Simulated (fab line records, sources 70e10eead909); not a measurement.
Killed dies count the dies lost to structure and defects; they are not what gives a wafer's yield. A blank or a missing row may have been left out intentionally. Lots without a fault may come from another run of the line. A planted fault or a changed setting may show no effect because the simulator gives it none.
Which tool was responsible? -- flow nand-harc -- Sampling: 13 lots, 39 wafers, 5 of 1302 route steps

## WHAT EACH GAUGE READ, for each wafer
NHARC_A_SOURCE_PLATE_THK_MEAS_06: measures by ellipsometry. Usual: thk-nm 200.5 nm, standard deviation 2.5.
lot,measured,on,thk-nm (nm),flag
L676,day 7 13:13,film-metro-02,200.0 198.4 201.5,
L678,day 8 11:46,film-metro-01,197.7 200.4 199.2,
L682,day 10 02:38,film-metro-02,199.6 201.4 200.0,
L683,day 10 19:53,film-metro-02,202.0 203.5 200.9,
L688,day 12 14:11,film-metro-01,200.3 200.6 200.2,
L690,day 14 01:39,film-metro-01,198.8 197.6 193.6,
L692,day 14 18:18,film-metro-02,201.5 201.1 199.9,
L694,day 15 01:49,film-metro-01,197.9 195.4 197.8,
L695,day 15 12:40,film-metro-01,196.2 196.5 198.7,
L696,day 15 22:32,film-metro-01,203.4 203.0 203.3,
L697,day 16 10:07,film-metro-01,200.7 201.2 198.6,
L698,day 17 06:20,film-metro-02,202.8 203.5 205.0,
L699,day 17 06:20,film-metro-01,198.3 201.6 201.5,

NHARC_A_ONON_D1_THK_MEAS_02: measures by ellipsometry. Usual: thk-nm 1003 nm, standard deviation 9.
lot,measured,on,thk-nm (nm),flag
L676,day 7 13:52,film-metro-01,991 992 990,
L678,day 8 12:27,film-metro-01,1012 1011 1011,
L682,day 10 03:17,film-metro-01,857 859 1003,OFF
L683,day 10 20:34,film-metro-02,868 1015 1014,OFF
L688,day 12 14:52,film-metro-01,999 999 999,
L690,day 14 02:19,film-metro-02,1007 1007 1005,
L692,day 14 19:07,film-metro-01,992 992 991,
L694,day 15 02:28,film-metro-01,1012 1013 1012,
L695,day 15 13:20,film-metro-02,1004 1005 1003,
L696,day 15 23:11,film-metro-02,993 992 993,
L697,day 16 10:48,film-metro-02,1015 1013 1015,
L698,day 17 06:59,film-metro-01,996 993 995,
L699,day 17 06:59,film-metro-02,1004 1007 1003,

NHARC_END_SORT_01. Usual: killed-at-array 59, standard deviation 16; killed-at-other 0.8, standard deviation 1.1; killed-at-periphery 3.6, standard deviation 2.4; killed-dies 64, standard deviation 16; killed-open 3.4, standard deviation 1.8; killed-short 2.5, standard deviation 1.6.
lot,measured,on,killed-at-array,killed-at-other,killed-at-periphery,killed-dies,killed-open,killed-short,flag
L682,day 26 13:33,prober-01,673 669 83,0 0 0,4 8 4,677 677 87,5 9 2,1 2 1,OFF
L683,day 27 08:58,prober-01,677 47 48,0 0 0,0 3 0,677 50 48,1 7 0,2 3 0,OFF

## WHAT TOOL EACH LOT RAN ON (gives the tool, then ch and the chambers of the sampled wafers, and finally the start)
lot,NHARC_P_BONDPAD_ACTIVATE_29,NHARC_A_ONON_D1_DEP_00
L676,"rie-diel-11 ch 0,2,3, day 6 14:25","pecvd-onon-02 ch 0, day 7 13:21"
L678,"rie-diel-01 ch 1,2,3, day 7 12:36","pecvd-onon-03 ch 0, day 8 12:00"
L682,"rie-diel-01 ch 0,1,3, day 9 03:27","pecvd-onon-02 ch 0, day 10 02:46"
L683,"rie-diel-11 ch 1,2,3, day 9 18:27","pecvd-onon-02 ch 0, day 10 20:11"
L688,"rie-diel-01 ch 1,2, day 11 15:46","pecvd-onon-04 ch 0, day 12 14:22"
L690,"rie-diel-01 ch 1,3, day 12 23:17","pecvd-onon-02 ch 0, day 14 01:52"
L692,"rie-diel-11 ch 0,1,2, day 13 16:01","pecvd-onon-04 ch 0, day 14 18:40"
L694,"rie-diel-11 ch 0,3, day 14 00:55","pecvd-onon-02 ch 0, day 15 01:57"
L695,"rie-diel-01 ch 0,2,3, day 14 14:17","pecvd-onon-02 ch 0, day 15 12:50"
L696,"rie-diel-01 ch 0,1,2, day 14 21:37","pecvd-onon-02 ch 0, day 15 22:43"
L697,"rie-diel-01 ch 1,2,3, day 15 09:07","pecvd-onon-04 ch 0, day 16 10:24"
L698,"rie-diel-11 ch 0,1,2, day 16 03:45","pecvd-onon-02 ch 0, day 17 06:28"
L699,"rie-diel-01 ch 1,2,3, day 16 09:14","pecvd-onon-03 ch 0, day 17 06:28"
- NHARC_P_BONDPAD_ACTIVATE_29: chemistry N2, time 60 s.
- NHARC_A_ONON_D1_DEP_00: target thk 1000 nm.

## AS READ BY THE TOOLS THEMSELVES (means over the sampled wafers that have a number; for cases with no such wafer, the mark the record gives instead)
NHARC_P_BONDPAD_ACTIVATE_29. Usual: drypump-motor-current-A 5.7 A, standard deviation 0.61; mfc-ar-sccm 0.014 sccm, standard deviation 0.013; oes-product-au 1.001 a.u., standard deviation 0.0097; rf-vpp-V 63.9 V, standard deviation 0.91; showerhead-plenum-p-Torr 1.73 Torr, standard deviation 0.068.
lot,tool,drypump-motor-current-A (A),mfc-ar-sccm (sccm),oes-product-au (a.u.),rf-vpp-V (V),showerhead-plenum-p-Torr (Torr),flag
L676,rie-diel-11,5.9,0.012,1.010,63.3,1.67,
L678,rie-diel-01,5.9,0.007,0.997,63.0,1.72,
L682,rie-diel-01,5.7,0.014,0.998,64.8,1.76,
L683,rie-diel-11,6.0,0.017,1.003,64.4,1.73,
L688,rie-diel-01,5.6,0.007,0.995,63.7,1.71,
L690,rie-diel-01,6.0,0.007,1.016,63.2,1.72,
L692,rie-diel-11,6.5,0.009,0.998,64.8,1.74,
L694,rie-diel-11,5.4,0.021,1.000,63.2,1.67,
L695,rie-diel-01,5.3,0.017,1.000,64.4,1.78,
L696,rie-diel-01,5.5,0.014,0.995,63.9,1.75,
L697,rie-diel-01,5.8,0.007,1.004,63.6,1.72,
L698,rie-diel-11,6.4,0.009,1.009,63.8,1.74,
L699,rie-diel-01,5.8,0.007,1.003,64.0,1.72,

NHARC_A_ONON_D1_DEP_00. Usual: sih4-flow-sccm 209.8 sccm, standard deviation 0.64.
lot,tool,sih4-flow-sccm (sccm),flag
L676,pecvd-onon-02,210.4,
L678,pecvd-onon-03,210.2,
L682,pecvd-onon-02,208.9,
L683,pecvd-onon-02,210.2,
L688,pecvd-onon-04,209.7,
L690,pecvd-onon-02,210.5,
L692,pecvd-onon-04,210.4,
L694,pecvd-onon-02,210.6,
L695,pecvd-onon-02,209.7,
L696,pecvd-onon-02,209.7,
L697,pecvd-onon-04,209.0,
L698,pecvd-onon-02,209.7,
L699,pecvd-onon-03,209.5,

## THE ANSWER, worked out from the rows above alone
Rule: a lot is off if the mean of its wafers that have a number lies more than 3 standard deviations from the usual mean. Also off: a lot with no number at a reading for which 4 or more lots have one. All remaining lots with rows at the step are treated as sound. After the gauges, taken in route order, come the tools' own readings; for these a lot's mean is taken, as printed above. The first step at which some lot is off is used, and at that step the reading that is off furthest; a lot without a number counts as furthest.
Off at NHARC_A_ONON_D1_THK_MEAS_02 (thk-nm): L682, L683.
A tool fits if, at a process step before that reading, it ran every lot that is off, and no sound lot after the first of them. Not tried: the gauges at NHARC_A_ONON_D1_THK_MEAS_02; whatever is off there is also off at NHARC_END_SORT_01, on other tools, and gauge error can't account for it. Not one of the candidates tried fits.

## WHAT WAS PUT IN BY THE SIMULATOR
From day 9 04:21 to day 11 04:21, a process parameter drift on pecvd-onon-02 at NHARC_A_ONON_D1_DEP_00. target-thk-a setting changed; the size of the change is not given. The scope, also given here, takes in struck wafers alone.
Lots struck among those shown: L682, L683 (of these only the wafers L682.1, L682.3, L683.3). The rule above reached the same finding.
